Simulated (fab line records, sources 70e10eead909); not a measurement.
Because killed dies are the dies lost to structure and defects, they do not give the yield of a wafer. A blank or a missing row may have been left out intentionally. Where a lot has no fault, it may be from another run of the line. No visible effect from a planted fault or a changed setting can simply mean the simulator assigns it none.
Which tool is to blame?	flow nand-harc	24 lots, 72 wafers sampled, at 6 steps of a route of 1302

WHAT THE GAUGES READ, wafer by wafer
The record holds no reading of a measuring or inspecting step that can be judged against a usual standard deviation.

WHAT TOOL EACH LOT RAN ON (gives the tool, then ch and the chambers of the sampled wafers, and finally the start)
lot	NHARC_A_CHANNEL_FILL_D2_ALD_14	NHARC_A_STAIRCASE_ETCH_15	NHARC_A_STAIRCASE_ETCH_221	NHARC_A_STAIRCASE_ETCH_227	NHARC_A_STAIRCASE_ETCH_232	NHARC_A_STAIRCASE_ETCH_234
L074	ald-hk-03 ch 1,3, day 13 19:19	rie-diel-10 ch 0,2,3, no start	rie-diel-10 ch 0,2,3, no start	rie-diel-10 ch 0,3, no start	rie-diel-11 ch 0,2,3, no start	rie-diel-11 ch 0,3, no start
L075	ald-hk-04 ch 0,1,2, day 14 03:02	rie-diel-10 ch 0,2,3, no start	rie-diel-10 ch 2,3, no start	rie-diel-10 ch 0,3, no start	rie-diel-10 ch 0,2,3, no start	rie-diel-10 ch 2,3, no start
L076	ald-hk-02 ch 0,1,2, day 14 03:06	rie-diel-10 ch 0,2,3, no start	rie-diel-07 ch 1,2,3, no start	rie-diel-07 ch 0,1, no start	rie-diel-10 ch 0,1,3, no start	rie-diel-10 ch 1,2, no start
L077	ald-hk-02 ch 1,3, day 15 10:43	rie-diel-07 ch 1,2,3, no start	rie-diel-07 ch 0,1,3, no start	rie-diel-07 ch 1,2,3, no start	rie-diel-07 ch 1,2,3, no start	rie-diel-07 ch 2,3, no start
L079	ald-hk-03 ch 0,1, day 15 16:08	rie-diel-10 ch 0,2,3, no start	rie-diel-07 ch 0,1,3, no start	rie-diel-07 ch 0,1,3, no start	rie-diel-11 ch 0,1, no start	rie-diel-11 ch 1,2, no start
L078	ald-hk-04 ch 1,3, day 15 16:08	rie-diel-07 ch 2,3, no start	rie-diel-10 ch 1,2,3, no start	rie-diel-10 ch 0,1,3, no start	rie-diel-07 ch 0,1,3, no start	rie-diel-07 ch 0,3, no start
L080	ald-hk-04 ch 0,1,2, day 16 08:10	rie-diel-11 ch 0,1,3, no start	rie-diel-11 ch 2,3, no start	rie-diel-11 ch 0,1,2, no start	rie-diel-11 ch 1,2, no start	rie-diel-11 ch 0,1,3, no start
L082	ald-hk-03 ch 0,3, day 17 00:16	rie-diel-11 ch 1,2, no start	rie-diel-10 ch 1,2,3, no start	rie-diel-10 ch 0,1,3, no start	rie-diel-10 ch 0,1,3, no start	rie-diel-10 ch 1,3, no start
L081	ald-hk-04 ch 2,3, day 17 00:17	rie-diel-07 ch 0,1, no start	rie-diel-10 ch 0,1,3, no start	rie-diel-10 ch 0,1, no start	rie-diel-07 ch 0,3, no start	rie-diel-07 ch 1,3, no start
L084	ald-hk-02 ch 0,1,3, day 17 13:13	rie-diel-07 ch 2,3, no start	rie-diel-10 ch 0,1,3, no start	rie-diel-10 ch 0,1, no start	rie-diel-10 ch 0,1,3, no start	rie-diel-10 ch 0,1,3, no start
L083	ald-hk-04 ch 0,2,3, day 17 17:26	rie-diel-11 ch 0,1,2, no start	rie-diel-11 ch 0,1,2, no start	rie-diel-11 ch 1,2,3, no start	rie-diel-11 ch 1,2,3, no start	rie-diel-11 ch 0,1,3, no start
L085	ald-hk-04 ch 0,2,3, day 18 05:33	rie-diel-11 ch 1,2,3, no start	rie-diel-10 ch 1,3, no start	rie-diel-10 ch 0,1, no start	rie-diel-07 ch 0,1,3, no start	rie-diel-07 ch 1,2, no start
L086	ald-hk-04 ch 1,2,3, day 18 13:30	rie-diel-11 ch 0,1, no start	rie-diel-10 ch 1,2,3, no start	rie-diel-10 ch 0,3, no start	rie-diel-10 ch 0,2,3, no start	rie-diel-10 ch 0,1,3, no start
L088	ald-hk-03 ch 0,1,2, day 19 16:56	rie-diel-10 ch 1,2, no start	rie-diel-11 ch 2,3, no start	rie-diel-11 ch 0,1,3, no start	rie-diel-11 ch 0,2,3, no start	rie-diel-11 ch 0,2,3, no start
L087	ald-hk-03 ch 1,2,3, day 19 17:10	rie-diel-11 ch 1,2, no start	rie-diel-10 ch 1,2,3, no start	rie-diel-10 ch 2,3, no start	rie-diel-07 ch 2,3, no start	rie-diel-07 ch 0,3, no start
L089	ald-hk-04 ch 0,1,3, day 19 21:06	rie-diel-10 ch 1,2,3, no start	rie-diel-10 ch 0,2,3, no start	rie-diel-10 ch 0,2,3, no start	rie-diel-10 ch 0,2,3, no start	rie-diel-10 ch 0,1,2, no start
L090	ald-hk-03 ch 0,1,3, day 20 14:56	rie-diel-10 ch 0,1,2, no start	rie-diel-10 ch 1,2, no start	rie-diel-10 ch 0,1,2, no start	rie-diel-11 ch 0,2,3, no start	rie-diel-11 ch 0,3, no start
L091	ald-hk-03 ch 0,1, day 20 17:47	rie-diel-07 ch 1,2,3, no start	rie-diel-07 ch 0,1,3, no start	rie-diel-07 ch 2,3, no start	rie-diel-07 ch 2,3, no start	rie-diel-07 ch 0,1,2, no start
L093	ald-hk-04 ch 0,2,3, day 21 09:42	rie-diel-07 ch 0,3, no start	rie-diel-07 ch 1,2, no start	rie-diel-07 ch 0,3, no start	rie-diel-07 ch 0,1,2, no start	rie-diel-07 ch 0,2,3, no start
L092	ald-hk-02 ch 0,1,3, day 21 09:46	rie-diel-10 ch 1,3, no start	rie-diel-07 ch 0,3, no start	rie-diel-07 ch 0,1, no start	rie-diel-10 ch 2,3, no start	rie-diel-10 ch 1,2,3, no start
L094	ald-hk-03 ch 0,2, day 21 18:46	rie-diel-10 ch 0,1,2, no start	rie-diel-07 ch 0,1, no start	rie-diel-07 ch 1,3, no start	rie-diel-07 ch 1,2,3, no start	rie-diel-07 ch 1,3, no start
L095	ald-hk-02 ch 1,2,3, day 22 12:58	rie-diel-11 ch 1,2, no start	rie-diel-11 ch 0,2,3, no start	rie-diel-11 ch 0,2,3, no start	rie-diel-11 ch 1,2, no start	rie-diel-11 ch 0,1,2, no start
L096	ald-hk-04 ch 0,1, day 22 20:54	rie-diel-10 ch 0,3, no start	rie-diel-11 ch 2,3, no start	rie-diel-11 ch 0,1,3, no start	rie-diel-11 ch 0,1,2, no start	rie-diel-11 ch 0,2,3, no start
L097	ald-hk-02 ch 1,2,3, day 23 04:09	rie-diel-10 ch 0,1,2, no start	rie-diel-10 ch 0,1,3, no start	rie-diel-10 ch 0,1,3, no start	rie-diel-10 ch 0,1, no start	rie-diel-10 ch 0,1,3, no start
- NHARC_A_CHANNEL_FILL_D2_ALD_14: deposits SiO2, target thk 2.5 nm, pulse time 10 s, ald cycles 25.
- NHARC_A_STAIRCASE_ETCH_15: etches the open film in C4F8/O2, target depth 100 nm, time 40.5 s.
- NHARC_A_STAIRCASE_ETCH_221: etches the open film in C4F8/O2, target depth 100 nm, time 40.5 s.
- NHARC_A_STAIRCASE_ETCH_227: etches the open film in C4F8/O2, target depth 100 nm, time 40.5 s.
- NHARC_A_STAIRCASE_ETCH_232: etches the open film in C4F8/O2, target depth 100 nm, time 40.5 s.
- NHARC_A_STAIRCASE_ETCH_234: etches the open film in C4F8/O2, target depth 100 nm, time 40.5 s.

WHAT THE TOOLS THEMSELVES READ (means of the sampled wafers that have a number; where no wafer has one, the mark that the record gives instead)
NHARC_A_CHANNEL_FILL_D2_ALD_14.
lot	tool	heater-power-w (W)	precursor-pulse-height-rel
L074	ald-hk-03	515	1.002
L075	ald-hk-04	457	0.994
L076	ald-hk-02	489	0.986
L077	ald-hk-02	444	1.017
L079	ald-hk-03	423	1.015
L078	ald-hk-04	474	0.994
L080	ald-hk-04	464	0.985
L082	ald-hk-03	530	1.004
L081	ald-hk-04	470	0.982
L084	ald-hk-02	441	1.004
L083	ald-hk-04	475	1.000
L085	ald-hk-04	476	1.012
L086	ald-hk-04	467	1.012
L088	ald-hk-03	481	1.003
L087	ald-hk-03	513	0.998
L089	ald-hk-04	474	1.001
L090	ald-hk-03	487	1.012
L091	ald-hk-03	437	0.990
L093	ald-hk-04	476	1.023
L092	ald-hk-02	446	0.983
L094	ald-hk-03	512	1.001
L095	ald-hk-02	481	1.019
L096	ald-hk-04	491	0.992
L097	ald-hk-02	480	0.997

NHARC_A_STAIRCASE_ETCH_15.
lot	tool	oes-product-au (a.u.)	rf-vpp-V (V)
L074	rie-diel-10	0.948	894
L075	rie-diel-10	0.948	894
L076	rie-diel-10	0.953	893
L077	rie-diel-07	0.938	893
L079	rie-diel-10	0.946	893
L078	rie-diel-07	0.941	892
L080	rie-diel-11	0.958	900
L082	rie-diel-11	0.938	895
L081	rie-diel-07	0.936	896
L084	rie-diel-07	0.948	891
L083	rie-diel-11	0.955	897
L085	rie-diel-11	0.951	895
L086	rie-diel-11	0.960	900
L088	rie-diel-10	0.949	897
L087	rie-diel-11	0.944	896
L089	rie-diel-10	0.944	899
L090	rie-diel-10	0.956	898
L091	rie-diel-07	0.939	892
L093	rie-diel-07	0.942	893
L092	rie-diel-10	0.937	894
L094	rie-diel-10	0.941	897
L095	rie-diel-11	0.962	892
L096	rie-diel-10	0.956	895
L097	rie-diel-10	0.951	896

NHARC_A_STAIRCASE_ETCH_221.
lot	tool	oes-product-au (a.u.)	rf-vpp-V (V)
L074	rie-diel-10	0.952	892
L075	rie-diel-10	0.944	895
L076	rie-diel-07	0.944	893
L077	rie-diel-07	0.961	895
L079	rie-diel-07	0.928	895
L078	rie-diel-10	0.957	893
L080	rie-diel-11	0.965	896
L082	rie-diel-10	0.950	899
L081	rie-diel-10	0.936	894
L084	rie-diel-10	0.942	894
L083	rie-diel-11	0.951	897
L085	rie-diel-10	0.918	894
L086	rie-diel-10	0.952	898
L088	rie-diel-11	0.947	896
L087	rie-diel-10	0.962	897
L089	rie-diel-10	0.940	899
L090	rie-diel-10	0.962	900
L091	rie-diel-07	0.950	894
L093	rie-diel-07	0.955	889
L092	rie-diel-07	0.929	893
L094	rie-diel-07	0.957	895
L095	rie-diel-11	0.952	896
L096	rie-diel-11	0.942	895
L097	rie-diel-10	0.925	894

NHARC_A_STAIRCASE_ETCH_227.
lot	tool	oes-product-au (a.u.)	rf-vpp-V (V)
L074	rie-diel-10	0.947	897
L075	rie-diel-10	0.953	897
L076	rie-diel-07	0.947	897
L077	rie-diel-07	0.942	893
L079	rie-diel-07	0.949	894
L078	rie-diel-10	0.940	895
L080	rie-diel-11	0.950	897
L082	rie-diel-10	0.934	895
L081	rie-diel-10	0.925	893
L084	rie-diel-10	0.947	894
L083	rie-diel-11	0.948	895
L085	rie-diel-10	0.948	893
L086	rie-diel-10	0.949	895
L088	rie-diel-11	0.956	899
L087	rie-diel-10	0.958	903
L089	rie-diel-10	0.958	899
L090	rie-diel-10	0.953	896
L091	rie-diel-07	0.929	890
L093	rie-diel-07	0.941	893
L092	rie-diel-07	0.943	894
L094	rie-diel-07	0.940	894
L095	rie-diel-11	0.942	897
L096	rie-diel-11	0.949	900
L097	rie-diel-10	0.946	894

NHARC_A_STAIRCASE_ETCH_232.
lot	tool	oes-product-au (a.u.)	rf-vpp-V (V)
L074	rie-diel-11	0.937	899
L075	rie-diel-10	0.941	893
L076	rie-diel-10	0.947	895
L077	rie-diel-07	0.933	892
L079	rie-diel-11	0.950	902
L078	rie-diel-07	0.951	895
L080	rie-diel-11	0.944	896
L082	rie-diel-10	0.940	895
L081	rie-diel-07	0.954	893
L084	rie-diel-10	0.945	894
L083	rie-diel-11	0.953	895
L085	rie-diel-07	0.947	895
L086	rie-diel-10	0.948	899
L088	rie-diel-11	0.953	898
L087	rie-diel-07	0.958	890
L089	rie-diel-10	0.959	899
L090	rie-diel-11	0.968	898
L091	rie-diel-07	0.950	890
L093	rie-diel-07	0.941	891
L092	rie-diel-10	0.966	900
L094	rie-diel-07	0.949	892
L095	rie-diel-11	0.948	892
L096	rie-diel-11	0.950	896
L097	rie-diel-10	0.933	893

NHARC_A_STAIRCASE_ETCH_234.
lot	tool	oes-product-au (a.u.)	rf-vpp-V (V)
L074	rie-diel-11	0.931	903
L075	rie-diel-10	0.954	892
L076	rie-diel-10	0.942	891
L077	rie-diel-07	0.946	891
L079	rie-diel-11	0.948	896
L078	rie-diel-07	0.954	894
L080	rie-diel-11	0.949	900
L082	rie-diel-10	0.946	895
L081	rie-diel-07	0.942	894
L084	rie-diel-10	0.935	895
L083	rie-diel-11	0.955	901
L085	rie-diel-07	0.949	894
L086	rie-diel-10	0.942	895
L088	rie-diel-11	0.947	898
L087	rie-diel-07	0.946	893
L089	rie-diel-10	0.961	897
L090	rie-diel-11	0.959	900
L091	rie-diel-07	0.956	892
L093	rie-diel-07	0.934	891
L092	rie-diel-10	0.957	898
L094	rie-diel-07	0.944	894
L095	rie-diel-11	0.946	896
L096	rie-diel-11	0.951	897
L097	rie-diel-10	0.945	893

THE ANSWER, worked out from the rows above alone
Rule: the usual values come from the lots themselves. The widest of any qualifying gaps counts: lots, ordered by their means at a reading, are off when they make up no more than a third of the lots, leave a main group of 4 or more, and stand apart from it by 3 or more times the standard deviation of that group's means. If all means in a main group match to the digits the tables above print for the reading, that group is not used. A lot without any number at a reading at which 4 lots or more have one is off too. All remaining lots with rows at the step are treated as sound. Order of review: gauges by route order, followed by the tools' own readings, for which a lot's mean as printed above is used. The first step at which some lot is off is used, and at that step the reading that is off furthest; a lot without a number counts as furthest.
No lot is off at any reading shown: from this, nothing can be told.

WHAT WAS PUT IN BY THE SIMULATOR
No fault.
